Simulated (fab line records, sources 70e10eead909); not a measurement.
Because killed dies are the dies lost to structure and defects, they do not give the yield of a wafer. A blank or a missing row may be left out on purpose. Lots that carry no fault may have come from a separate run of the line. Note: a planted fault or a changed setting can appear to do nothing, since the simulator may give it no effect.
Chamber matching	flow nand harc	NHARC_A_ZERO_WELL_ETCH_13 on rie si-04: 4 sister chambers
The step etches the open film in HBr/Cl2, target depth 120 nm, time 40.1 s. 8 wafers are shown with their chamber, then 12 later ones without.

== EACH WAFER AND ITS CHAMBER ==
wafer	chamber	oes product au (a.u.)	throttle valve pct (%)
L081.1	2	1.009	26.407
L082.1	2	1.014	26.408
L082.4	0	1.003	26.419
L082.5	0	1.009	26.394
L082.6	1	0.999	26.427
L085.1	3	0.991	26.405
L085.4	1	0.998	26.411
L085.5	3	0.987	26.397

== WAFERS WITHOUT THEIR CHAMBER ==
wafer	oes product au (a.u.)	throttle valve pct (%)
L089.1	1.005	26.395
L089.2	1.013	26.423
L089.3	1.020	26.410
L091.1	0.979	26.434
L091.3	1.006	26.406
L091.5	1.001	26.398
L093.1	1.004	26.411
L093.3	0.999	26.416
L093.5	1.011	26.407
L096.1	0.978	26.383
L096.2	0.993	26.403
L096.3	1.001	26.410

== CHAMBER TAKEN BY EACH ==
wafer	from the rows above	in truth
L089.1	can't be placed: 0 or 2 or 1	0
L089.2	can't be placed: 2 or 0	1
L089.3	can't be placed: 2 or 0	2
L091.1	can't be placed: 3 or 1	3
L091.3	can't be placed: 0 or 2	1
L091.5	can't be placed: 0 or 1 or 2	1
L093.1	can't be placed: 0 or 1 or 2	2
L093.3	1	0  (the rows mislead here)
L093.5	can't be placed: 2 or 0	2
L096.1	3	3
L096.2	can't be placed: 3 or 1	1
L096.3	can't be placed: 1 or 0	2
Correctly placed: 1 of 12. Can't be placed from these rows: 10 (the true chamber is among the candidates in 7). Wrongly placed: 1.
How it was worked out, from the rows above alone: a wafer's distance from a chamber is the root of the sum, over the readings, of the square of ((its reading less the chamber's mean) divided by the reading's scatter). The wafer belongs to the nearest chamber; if the next one is less than 2 further off, it can't be placed. Each chamber's mean is taken over the wafers shown for it. The scatter: the root of (the sum of the squares of (reading less its chamber's mean) over the shown wafers, divided by (wafers less chambers)).
